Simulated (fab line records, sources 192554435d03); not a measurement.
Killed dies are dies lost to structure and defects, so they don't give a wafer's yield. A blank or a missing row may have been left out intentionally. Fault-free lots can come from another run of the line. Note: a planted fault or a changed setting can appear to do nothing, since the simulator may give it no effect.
A sampling plan put to the test    flow n5 finfet    one fab line, 40 faults that these records tell of, each judged on the records of the lots that it struck; 1 more is left out, because the records don't allow judging it
The plan consists of the line's own looks: route steps at which the wafer is read by a gauge or an inspection but not changed. A look can be judged if struck wafers have a number there and the file gives its usual mean and standard deviation on fault-free wafers. Caught: the struck wafers' mean, at a look after the fault's first step, is 4 or more of those standard deviations (sigma) away from the usual mean. On the tool: the same test on the tool's own readings at the fault's steps. If the struck wafers alone have a blank record, or they carry another recipe, that too counts as caught.

== THE FAULTS, as the simulator had put them in ==
1. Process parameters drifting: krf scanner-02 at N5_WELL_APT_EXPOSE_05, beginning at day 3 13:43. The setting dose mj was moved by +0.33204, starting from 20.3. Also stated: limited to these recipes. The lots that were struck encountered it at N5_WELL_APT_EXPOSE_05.
2. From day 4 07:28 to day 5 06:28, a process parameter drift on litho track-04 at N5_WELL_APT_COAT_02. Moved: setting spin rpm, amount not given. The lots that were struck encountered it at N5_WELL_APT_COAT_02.
3. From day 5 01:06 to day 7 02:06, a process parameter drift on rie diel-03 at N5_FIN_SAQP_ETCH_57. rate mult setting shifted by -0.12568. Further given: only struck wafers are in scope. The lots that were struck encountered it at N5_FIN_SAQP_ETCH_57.
4. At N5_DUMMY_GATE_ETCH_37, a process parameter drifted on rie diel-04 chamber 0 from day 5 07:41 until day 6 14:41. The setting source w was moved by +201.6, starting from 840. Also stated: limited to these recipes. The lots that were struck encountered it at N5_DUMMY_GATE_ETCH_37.
5. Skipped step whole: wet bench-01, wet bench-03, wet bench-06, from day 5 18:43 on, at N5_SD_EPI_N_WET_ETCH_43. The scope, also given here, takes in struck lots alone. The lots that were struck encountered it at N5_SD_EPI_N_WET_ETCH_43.
6. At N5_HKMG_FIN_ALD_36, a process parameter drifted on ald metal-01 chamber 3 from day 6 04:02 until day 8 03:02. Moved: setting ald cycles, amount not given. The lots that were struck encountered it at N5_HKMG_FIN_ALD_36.
7. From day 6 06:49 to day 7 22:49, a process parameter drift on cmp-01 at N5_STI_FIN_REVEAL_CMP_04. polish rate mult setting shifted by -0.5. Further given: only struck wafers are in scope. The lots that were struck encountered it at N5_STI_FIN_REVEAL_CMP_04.
8. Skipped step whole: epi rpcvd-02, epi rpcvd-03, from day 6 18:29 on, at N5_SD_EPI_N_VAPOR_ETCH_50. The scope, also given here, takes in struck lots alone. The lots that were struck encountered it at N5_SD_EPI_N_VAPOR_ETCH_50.
9. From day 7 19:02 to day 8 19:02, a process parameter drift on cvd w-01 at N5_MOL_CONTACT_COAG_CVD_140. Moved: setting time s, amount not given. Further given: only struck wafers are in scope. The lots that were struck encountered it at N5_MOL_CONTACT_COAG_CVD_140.
10. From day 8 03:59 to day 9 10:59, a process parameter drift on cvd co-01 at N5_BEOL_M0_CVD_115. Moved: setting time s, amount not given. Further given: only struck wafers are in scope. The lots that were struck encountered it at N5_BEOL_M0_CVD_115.
11. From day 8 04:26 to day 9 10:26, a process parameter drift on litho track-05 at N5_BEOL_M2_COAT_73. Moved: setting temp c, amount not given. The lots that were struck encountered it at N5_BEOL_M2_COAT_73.
12. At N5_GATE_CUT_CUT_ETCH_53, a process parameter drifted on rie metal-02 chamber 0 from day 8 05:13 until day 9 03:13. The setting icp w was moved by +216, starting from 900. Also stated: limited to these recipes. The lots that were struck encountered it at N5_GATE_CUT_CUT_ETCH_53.
13. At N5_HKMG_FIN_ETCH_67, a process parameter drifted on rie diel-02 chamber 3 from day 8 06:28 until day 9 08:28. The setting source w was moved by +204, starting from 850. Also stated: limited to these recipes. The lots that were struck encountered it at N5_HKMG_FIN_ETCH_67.
14. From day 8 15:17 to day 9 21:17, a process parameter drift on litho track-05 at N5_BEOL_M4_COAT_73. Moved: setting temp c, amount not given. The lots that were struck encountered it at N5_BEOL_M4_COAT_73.
15. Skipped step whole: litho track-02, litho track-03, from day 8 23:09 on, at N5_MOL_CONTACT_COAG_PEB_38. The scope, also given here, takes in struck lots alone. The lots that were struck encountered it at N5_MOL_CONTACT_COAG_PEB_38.
16. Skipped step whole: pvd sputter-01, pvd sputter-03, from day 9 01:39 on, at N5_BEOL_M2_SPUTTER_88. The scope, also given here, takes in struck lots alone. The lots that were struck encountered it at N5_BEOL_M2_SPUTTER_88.
17. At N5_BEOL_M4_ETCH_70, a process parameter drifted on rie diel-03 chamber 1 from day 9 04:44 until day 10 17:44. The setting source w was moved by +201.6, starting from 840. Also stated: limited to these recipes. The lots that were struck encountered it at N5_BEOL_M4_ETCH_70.
18. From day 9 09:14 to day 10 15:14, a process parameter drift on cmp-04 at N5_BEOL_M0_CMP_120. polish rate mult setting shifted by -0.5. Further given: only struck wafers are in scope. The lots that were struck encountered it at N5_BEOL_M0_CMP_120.
19. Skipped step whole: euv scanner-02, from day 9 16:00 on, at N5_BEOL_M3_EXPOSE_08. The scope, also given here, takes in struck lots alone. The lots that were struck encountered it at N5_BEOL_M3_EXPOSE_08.
20. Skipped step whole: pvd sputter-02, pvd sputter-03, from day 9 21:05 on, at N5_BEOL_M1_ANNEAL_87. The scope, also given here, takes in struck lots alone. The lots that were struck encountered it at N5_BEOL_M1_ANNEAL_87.
21. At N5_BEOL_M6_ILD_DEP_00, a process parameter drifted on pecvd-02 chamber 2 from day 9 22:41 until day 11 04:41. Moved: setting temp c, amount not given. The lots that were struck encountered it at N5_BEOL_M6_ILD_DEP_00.
22. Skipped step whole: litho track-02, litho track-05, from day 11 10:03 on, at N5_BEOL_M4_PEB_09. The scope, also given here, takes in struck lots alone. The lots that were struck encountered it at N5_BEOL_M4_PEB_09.
23. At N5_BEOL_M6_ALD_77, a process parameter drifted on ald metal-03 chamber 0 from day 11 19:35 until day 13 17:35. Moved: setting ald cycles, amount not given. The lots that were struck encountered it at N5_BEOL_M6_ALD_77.
24. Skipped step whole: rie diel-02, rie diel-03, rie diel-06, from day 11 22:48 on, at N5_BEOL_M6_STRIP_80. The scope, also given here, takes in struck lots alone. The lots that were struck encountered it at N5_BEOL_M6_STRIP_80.
25. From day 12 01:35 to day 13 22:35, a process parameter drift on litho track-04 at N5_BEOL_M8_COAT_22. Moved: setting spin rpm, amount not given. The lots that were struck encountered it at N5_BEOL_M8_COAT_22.
26. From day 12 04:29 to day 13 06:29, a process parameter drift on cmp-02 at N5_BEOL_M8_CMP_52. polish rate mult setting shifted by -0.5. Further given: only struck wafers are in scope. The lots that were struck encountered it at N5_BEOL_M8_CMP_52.
27. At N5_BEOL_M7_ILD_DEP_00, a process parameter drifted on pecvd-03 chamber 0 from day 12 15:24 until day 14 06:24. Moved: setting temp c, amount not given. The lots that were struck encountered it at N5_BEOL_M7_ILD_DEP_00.
28. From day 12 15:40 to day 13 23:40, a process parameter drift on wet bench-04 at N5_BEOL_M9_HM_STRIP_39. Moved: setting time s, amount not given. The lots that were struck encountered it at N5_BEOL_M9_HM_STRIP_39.
29. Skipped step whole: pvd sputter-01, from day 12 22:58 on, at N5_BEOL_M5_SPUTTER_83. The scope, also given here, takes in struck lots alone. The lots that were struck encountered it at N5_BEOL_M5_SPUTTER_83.
30. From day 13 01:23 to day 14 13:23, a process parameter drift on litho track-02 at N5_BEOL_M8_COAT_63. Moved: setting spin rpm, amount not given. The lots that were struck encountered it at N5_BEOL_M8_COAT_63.
31. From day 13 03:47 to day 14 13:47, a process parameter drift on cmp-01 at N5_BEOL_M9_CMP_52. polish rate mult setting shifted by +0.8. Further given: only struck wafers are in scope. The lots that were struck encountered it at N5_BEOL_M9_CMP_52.
32. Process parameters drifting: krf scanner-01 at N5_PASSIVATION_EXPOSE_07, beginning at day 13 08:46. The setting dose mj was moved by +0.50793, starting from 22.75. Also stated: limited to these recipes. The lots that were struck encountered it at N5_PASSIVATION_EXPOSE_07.
33. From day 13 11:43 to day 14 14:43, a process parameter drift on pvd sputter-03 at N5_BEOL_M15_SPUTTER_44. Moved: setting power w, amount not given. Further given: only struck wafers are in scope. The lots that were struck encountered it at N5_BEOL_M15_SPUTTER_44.
34. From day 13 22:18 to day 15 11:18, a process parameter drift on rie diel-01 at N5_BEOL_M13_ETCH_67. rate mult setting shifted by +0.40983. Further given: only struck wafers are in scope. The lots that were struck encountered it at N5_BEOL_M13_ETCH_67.
35. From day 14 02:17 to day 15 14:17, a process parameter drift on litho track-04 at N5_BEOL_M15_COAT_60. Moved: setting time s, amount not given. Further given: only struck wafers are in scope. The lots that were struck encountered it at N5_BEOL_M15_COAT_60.
36. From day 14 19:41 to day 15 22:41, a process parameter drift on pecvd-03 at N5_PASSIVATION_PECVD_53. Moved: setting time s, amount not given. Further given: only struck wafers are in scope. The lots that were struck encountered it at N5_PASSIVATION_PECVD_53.
37. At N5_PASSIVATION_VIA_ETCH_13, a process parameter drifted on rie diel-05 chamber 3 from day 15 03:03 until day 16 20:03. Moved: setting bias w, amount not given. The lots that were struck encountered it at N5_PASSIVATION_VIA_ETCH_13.
38. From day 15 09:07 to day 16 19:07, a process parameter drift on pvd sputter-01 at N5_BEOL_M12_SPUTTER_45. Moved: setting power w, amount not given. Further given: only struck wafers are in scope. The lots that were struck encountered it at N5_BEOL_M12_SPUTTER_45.
39. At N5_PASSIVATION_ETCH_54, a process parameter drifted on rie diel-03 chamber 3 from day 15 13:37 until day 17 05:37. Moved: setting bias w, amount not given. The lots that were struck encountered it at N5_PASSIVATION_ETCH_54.
40. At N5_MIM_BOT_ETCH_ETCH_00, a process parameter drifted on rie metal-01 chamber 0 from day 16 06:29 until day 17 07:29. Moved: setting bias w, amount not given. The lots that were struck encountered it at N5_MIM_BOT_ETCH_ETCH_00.

== WHAT THE PLAN SAW ==
fault  on the tool itself                                first look that catches it                       reading, sigma                  median hours from its first step to that look  hours from the fault's start to the first struck lot there  judged looks passed uncaught
1      exposure dose mJ cm2 +15 sigma                    not the one look that can be judged after it     -                               -                                              -                                                           1
2      spin speed rpm +79 sigma                          none of the 2 looks that can be judged after it  -                               -                                              -                                                           2
3      etch rf on time s +7.9 sigma                      not the one look that can be judged after it     -                               -                                              -                                                           1
4      rf fwd power W +52 sigma                          not the one look that can be judged after it     -                               -                                              -                                                           1
5      the tool's record is blank for the struck wafers  N5_BEOL_M4_RC_MEAS_101                           IOFF_N_LONG +6.5                115.0                                          120                                                         0
6      under 2 sigma                                     none of the 2 looks that can be judged after it  -                               -                                              -                                                           2
7      time to endpoint s +25 sigma                      not the one look that can be judged after it     -                               -                                              -                                                           1
8      the tool's record is blank for the struck wafers  N5_BEOL_M4_RC_MEAS_101                           REXT_N +47                      129.4                                          137                                                         0
9      run length s +99 or beyond sigma                  none of the 2 looks that can be judged after it  -                               -                                              -                                                           2
10     run length s -52 sigma                            not the one look that can be judged after it     -                               -                                              -                                                           1
11     plate temp C -56 sigma                            not the one look that can be judged after it     -                               -                                              -                                                           1
12     rf fwd power W +72 sigma                          not the one look that can be judged after it     -                               -                                              -                                                           1
13     rf fwd power W +69 sigma                          not the one look that can be judged after it     -                               -                                              -                                                           1
14     plate temp C -15 sigma                            not the one look that can be judged after it     -                               -                                              -                                                           1
15     the tool's record is blank for the struck wafers  no look after it can be judged                   -                               -                                              -                                                           0
16     the tool's record is blank for the struck wafers  not the one look that can be judged after it     -                               -                                              -                                                           1
17     rf fwd power W +70 sigma                          not the one look that can be judged after it     -                               -                                              -                                                           1
18     barrier field endpoint s +28 sigma                N5_BEOL_M0_INSPECT_127                           raw defect count +99 or beyond  0.6                                            16                                                          0
19     no reading that can be judged                     no look after it can be judged                   -                               -                                              -                                                           0
20     the tool's record is blank for the struck wafers  not the one look that can be judged after it     -                               -                                              -                                                           1
21     susceptor temp C -8.9 sigma                       no look after it can be judged                   -                               -                                              -                                                           0
22     the tool's record is blank for the struck wafers  no look after it can be judged                   -                               -                                              -                                                           0
23     under 2 sigma                                     no look after it can be judged                   -                               -                                              -                                                           0
24     the tool's record is blank for the struck wafers  no look after it can be judged                   -                               -                                              -                                                           0
25     spin speed rpm -74 sigma                          no look after it can be judged                   -                               -                                              -                                                           0
26     overpolish run s -99 or beyond sigma              N5_BEOL_M8_THK_MEAS_53                           M8_THK +44                      0.3                                            5                                                           0
27     susceptor temp C +19 sigma                        no look after it can be judged                   -                               -                                              -                                                           0
28     run length s +8.1 sigma                           not the one look that can be judged after it     -                               -                                              -                                                           1
29     the tool's record is blank for the struck wafers  no look after it can be judged                   -                               -                                              -                                                           0
30     spin speed rpm -99 or beyond sigma                no look after it can be judged                   -                               -                                              -                                                           0
31     barrier field endpoint s -18 sigma                no look after it can be judged                   -                               -                                              -                                                           0
32     exposure dose mJ cm2 +19 sigma                    no look after it can be judged                   -                               -                                              -                                                           0
33     cathode dc power W -99 or beyond sigma            no look after it can be judged                   -                               -                                              -                                                           0
34     etch rf on time s -11 sigma                       no look after it can be judged                   -                               -                                              -                                                           0
35     run length s -50 sigma                            not the one look that can be judged after it     -                               -                                              -                                                           1
36     run length s +12 sigma                            no look after it can be judged                   -                               -                                              -                                                           0
37     bias w +99 or beyond sigma                        no look after it can be judged                   -                               -                                              -                                                           0
38     cathode dc power W -99 or beyond sigma            no look after it can be judged                   -                               -                                              -                                                           0
39     bias w -58 sigma                                  no look after it can be judged                   -                               -                                              -                                                           0
40     bias w +70 sigma                                  no look after it can be judged                   -                               -                                              -                                                           0
A dash: the fault is not caught, or the number is missing from these records.

Caught at a look: 4 of 40. Caught on the tool: 37 of 40. By one or the other: 37 of 40.
Faults caught by the tool alone: 1, 2, 3, 4, 7, 9, 10, 11, 12, 13, 14, 15, 16, 17, 20, 21, 22, 24, 25, 27, 28, 29, 30, 31, 32, 33, 34, 35, 36, 37, 38, 39, 40.
Caught by neither: faults 6, 19, 23.

== THINNER SAMPLING ==
In the worst case, this is how late the first struck lot would be measured if the look that catches a fault measured only every second or every third lot, by lot number:
fault  struck lots at that look, in order of time  every lot  every second lot  every third lot
5      L930, L931, L932                            120 h      126 h             127 h
8      L495, L497, L496                            137 h      139 h             139 h
18     L632                                        16 h       may miss it       may miss it
26     L783                                        5 h        may miss it       may miss it
The hour figures run from when the fault began to the first measured lot among those it struck. 4 sigma limit: tested on the pooled struck wafers, so a lone lot may be under it. Other struck lots may not be in these records.

== THE LONGEST TIMED WAY FROM STEP TO LOOK ==
Fault 8: the median time between N5_SD_EPI_N_VAPOR_ETCH_50 and N5_BEOL_M4_RC_MEAS_101 is 129.4 hours. No look between them can be judged.
